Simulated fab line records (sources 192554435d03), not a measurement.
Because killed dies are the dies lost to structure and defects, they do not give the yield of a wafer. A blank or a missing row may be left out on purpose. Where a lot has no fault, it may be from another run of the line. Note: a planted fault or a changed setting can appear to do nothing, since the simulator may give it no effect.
Matching of chambers + flow n5Finfet + N5_FIN_CUT_DESCUM_13 on rieDiel-03 has 4 sister chambers
The step chemistry O2, time 7 s. 4 wafers are shown with their chamber, then 10 later ones without.

WAFERS WITH THEIR CHAMBER
| wafer  | chamber | drypumpMotorCurrentA (A) |
|--------|---------|--------------------------|
| L085.5 | 0       | 5.5                      |
| L091.5 | 2       | 5.1                      |
| L092.1 | 3       | 5.6                      |
| L092.2 | 1       | 5.1                      |

WAFERS WITHOUT THEIR CHAMBER
| wafer  | drypumpMotorCurrentA (A) |
|--------|--------------------------|
| L092.3 | 5.1                      |
| L094.2 | 5.6                      |
| L094.4 | 5.4                      |
| L094.5 | 5.1                      |
| L096.2 | 5.5                      |
| L096.3 | 5.1                      |
| L096.6 | 5.5                      |
| L097.1 | 5.5                      |
| L097.5 | 5.6                      |
| L097.6 | 5.5                      |

THE CHAMBER EACH PASSED THROUGH
| wafer  | from the rows above     | in truth |
|--------|-------------------------|----------|
| L092.3 | can't be placed: 1 or 2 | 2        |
| L094.2 | 3                       | 3        |
| L094.4 | 0                       | 0        |
| L094.5 | can't be placed: 1 or 2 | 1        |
| L096.2 | 0                       | 0        |
| L096.3 | can't be placed: 1 or 2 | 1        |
| L096.6 | 0                       | 0        |
| L097.1 | 0                       | 0        |
| L097.5 | 3                       | 3        |
| L097.6 | 0                       | 0        |
Correctly placed: 7 of 10. From these rows, 3 cannot be placed; in 3 the true chamber is one of the candidates. Placed wrongly: 0.
How it was worked out, from the rows above alone: a wafer's distance from a chamber is the root of the sum, over the readings, of the square of ((its reading less the chamber's mean) divided by the reading's scatter). The wafer belongs to the nearest chamber; if the next one is less than 2 further off, it can't be placed. The mean given for a chamber averages the wafers shown for that chamber. The scatter (one wafer shown for each chamber): square how far every hidden wafer sits from the nearest shown wafer, average those squares and take the square root.
